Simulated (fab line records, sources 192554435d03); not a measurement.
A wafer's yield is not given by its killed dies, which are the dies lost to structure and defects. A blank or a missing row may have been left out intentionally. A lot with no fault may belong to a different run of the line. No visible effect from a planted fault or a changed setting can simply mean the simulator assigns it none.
What tool caused it? :: flow n5_finfet :: 12 lots, 36 wafers sampled, at 1 step of a route of 1938

## WHAT THE GAUGES READ, wafer by wafer
N5_BEOL_M10_THK_MEAS_53: measures by xrf.
lot: L074
measured: day 10 02:28
on: film_metro-01
M10_THK (nm): 140 140 134

lot: L077
measured: day 10 11:55
on: film_metro-02
M10_THK (nm): 142 145 142

lot: L079
measured: day 11 07:56
on: film_metro-02
M10_THK (nm): 137 140 144

lot: L081
measured: day 12 03:11
on: film_metro-02
M10_THK (nm): 140 144 146

lot: L084
measured: day 12 21:30
on: film_metro-02
M10_THK (nm): 147 147 143

lot: L086
measured: day 13 06:05
on: film_metro-02
M10_THK (nm): 137 139 139

lot: L088
measured: day 13 13:44
on: film_metro-01
M10_THK (nm): 139 142 140

lot: L089
measured: day 13 21:51
on: film_metro-01
M10_THK (nm): 148 143 148

lot: L090
measured: day 14 15:58
on: film_metro-02
M10_THK (nm): 146 138 139

lot: L093
measured: day 15 13:20
on: film_metro-02
M10_THK (nm): 149 148 148

lot: L095
measured: day 15 22:21
on: film_metro-02
M10_THK (nm): 143 143 140

lot: L097
measured: day 16 18:10
on: film_metro-02
M10_THK (nm): 142 146 143

## EACH LOT AND THE TOOL THAT RAN IT (in order: tool; ch and the chambers of the sampled wafers; start)
Before these readings, the record contains no process step.

## THE ANSWER, worked out from the rows above alone
Rule: what is usual is taken from the lots themselves. Put in order of their means at a reading, lots are off if they are a third of the lots or fewer, leave a main group of 4 or more, and stand apart from it by a gap of 3 or more times the standard deviation of the main group's means; of several such gaps the widest counts. A main group whose means are all the same, to the digits that the tables above print for the reading, isn't used. A lot without any number at a reading at which 4 lots or more have one is off too. The other lots that the step has rows for count as sound.
None of the lots is off at any reading shown; this tells nothing.

## WHAT THE SIMULATOR PUT IN
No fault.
